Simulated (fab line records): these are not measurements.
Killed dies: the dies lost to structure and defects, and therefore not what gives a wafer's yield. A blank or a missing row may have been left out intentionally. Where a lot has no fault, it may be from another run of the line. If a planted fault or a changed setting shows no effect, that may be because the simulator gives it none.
Tool commonality check + flow nandHarc + Sampled: 11 lots, 39 wafers

## WHAT PROMPTED THE OPENING
Flagged at NHARC_A_BLC_INSPECT_28: reading rawDefectCount, on 2 of 11 lots. Fault-free wafers read 448, with a standard deviation of 120.
Rule: flag the lot when none of its wafers has a number, or when each of its wafers that has one lies beyond 4 standard deviations from that mean. The other lots count as sound.

| lot  | measured     | on               | rawDefectCount, wafer by wafer | flag    |
|------|--------------|------------------|--------------------------------|---------|
| L401 | day 17 06:52 | defectInspect-01 | 640 610 684                    |         |
| L402 | day 17 16:59 | defectInspect-02 | 305 395 357                    |         |
| L403 | day 17 17:26 | defectInspect-01 | 640 595 753                    |         |
| L404 | day 18 03:30 | defectInspect-01 | 659 401 405                    |         |
| L411 | day 19 17:05 | defectInspect-02 | 6652 6900 6700 6649 6903 6706  | FLAGGED |
| L410 | day 19 17:31 | defectInspect-01 | 6851 6622 6500 6881 6667 6485  | FLAGGED |
| L416 | day 21 13:05 | defectInspect-02 | 386 449 319                    |         |
| L418 | day 21 20:24 | defectInspect-01 | 692 717 523                    |         |
| L417 | day 21 20:50 | defectInspect-01 | 478 306 432                    |         |
| L419 | day 21 21:23 | defectInspect-01 | 444 448 324                    |         |
| L422 | day 22 11:25 | defectInspect-02 | 597 338 424                    |         |
Average over the flagged lots: 6710; offset from the usual +6262, equal to +52 standard deviations.

## EACH LOT AND THE TOOL IT RAN ON
The record holds 3 process steps before the reading, out of a route of 1159 steps. Read each cell as the tool, then ch plus the chambers that the sampled wafers visited, then the start.
| lot  | flag    | NHARC_A_CONTACT_CMP_20        | NHARC_A_BLC_STRIP_21              | NHARC_A_BLC_CMP_25            |
|------|---------|-------------------------------|-----------------------------------|-------------------------------|
| L401 |         | cmp-02 ch 0,2,3, day 17 00:54 | rieDiel-06 ch 1,2,3, day 17 03:03 | cmp-03 ch 1,2,3, day 17 06:29 |
| L402 |         | cmp-04 ch 0,2,3, day 17 07:17 | rieDiel-02 ch 0,1,2, day 17 09:30 | cmp-02 ch 0,1,2, day 17 16:37 |
| L403 |         | cmp-01 ch 1,2,3, day 17 11:59 | rieDiel-04 ch 0,3, day 17 14:11   | cmp-02 ch 0,1,3, day 17 17:04 |
| L404 |         | cmp-04 ch 0,1, day 17 23:34   | rieDiel-02 ch 0,2, day 18 01:41   | cmp-03 ch 0,2, day 18 03:07   |
| L411 | FLAGGED | cmp-04 ch 1,3, day 19 11:47   | rieDiel-06 ch 0,1, day 19 15:16   | cmp-03 ch 0,1,2, day 19 16:41 |
| L410 | FLAGGED | cmp-01 ch 2,3, day 19 13:17   | rieDiel-04 ch 1,2,3, day 19 15:37 | cmp-02 ch 0,2,3, day 19 17:10 |
| L416 |         | cmp-02 ch 2,3, day 20 21:43   | rieDiel-06 ch 0,3, day 21 00:11   | cmp-03 ch 0,1,2, day 21 12:44 |
| L418 |         | cmp-02 ch 0,2,3, day 21 12:18 | rieDiel-02 ch 0,2, day 21 14:45   | cmp-03 ch 0,1, day 21 20:02   |
| L417 |         | cmp-02 ch 2,3, day 21 14:18   | rieDiel-02 ch 1,3, day 21 16:43   | cmp-03 ch 1,2, day 21 20:26   |
| L419 |         | cmp-01 ch 0,1,3, day 21 14:02 | rieDiel-04 ch 0,2,3, day 21 16:49 | cmp-03 ch 1,2,3, day 21 21:01 |
| L422 |         | cmp-01 ch 1,2,3, day 22 06:52 | rieDiel-06 ch 0,1, day 22 09:08   | cmp-04 ch 0,3, day 22 11:01   |
What the steps here do:
- NHARC_A_CONTACT_CMP_20: polishes, t overpolish 30 s, target thk 300 nm.
- NHARC_A_BLC_STRIP_21: strips in O2.
- NHARC_A_BLC_CMP_25: polishes, t overpolish 30 s, target thk 150 nm.
- NHARC_A_BLC_INSPECT_28

## FLAGGED OVER TOTAL, TOOL BY TOOL (the gauges that took the reading come last)
| step                   | tool             | lots run | flagged | share of the flagged lots | sound lots run after its first flagged lot |
|------------------------|------------------|----------|---------|---------------------------|--------------------------------------------|
| NHARC_A_CONTACT_CMP_20 | cmp-01           | 4        | 1       | some                      | 2 (L419,L422)                              |
| NHARC_A_CONTACT_CMP_20 | cmp-02           | 4        | 0       | none                      | -                                          |
| NHARC_A_CONTACT_CMP_20 | cmp-04           | 3        | 1       | some                      | 0                                          |
| NHARC_A_BLC_STRIP_21   | rieDiel-02       | 4        | 0       | none                      | -                                          |
| NHARC_A_BLC_STRIP_21   | rieDiel-04       | 3        | 1       | some                      | 1 (L419)                                   |
| NHARC_A_BLC_STRIP_21   | rieDiel-06       | 4        | 1       | some                      | 2 (L416,L422)                              |
| NHARC_A_BLC_CMP_25     | cmp-02           | 3        | 1       | some                      | 0                                          |
| NHARC_A_BLC_CMP_25     | cmp-03           | 7        | 1       | some                      | 4 (L416,L418,L417,L419)                    |
| NHARC_A_BLC_CMP_25     | cmp-04           | 1        | 0       | none                      | -                                          |
| NHARC_A_BLC_INSPECT_28 | defectInspect-01 | 7        | 1       | some                      | 3 (L418,L417,L419)                         |
| NHARC_A_BLC_INSPECT_28 | defectInspect-02 | 4        | 1       | some                      | 2 (L416,L422)                              |

## THE TABLE: WHAT IT ALLOWS
No row of the table ran every flagged lot.

## WHAT THE SIMULATOR HAD INSERTED
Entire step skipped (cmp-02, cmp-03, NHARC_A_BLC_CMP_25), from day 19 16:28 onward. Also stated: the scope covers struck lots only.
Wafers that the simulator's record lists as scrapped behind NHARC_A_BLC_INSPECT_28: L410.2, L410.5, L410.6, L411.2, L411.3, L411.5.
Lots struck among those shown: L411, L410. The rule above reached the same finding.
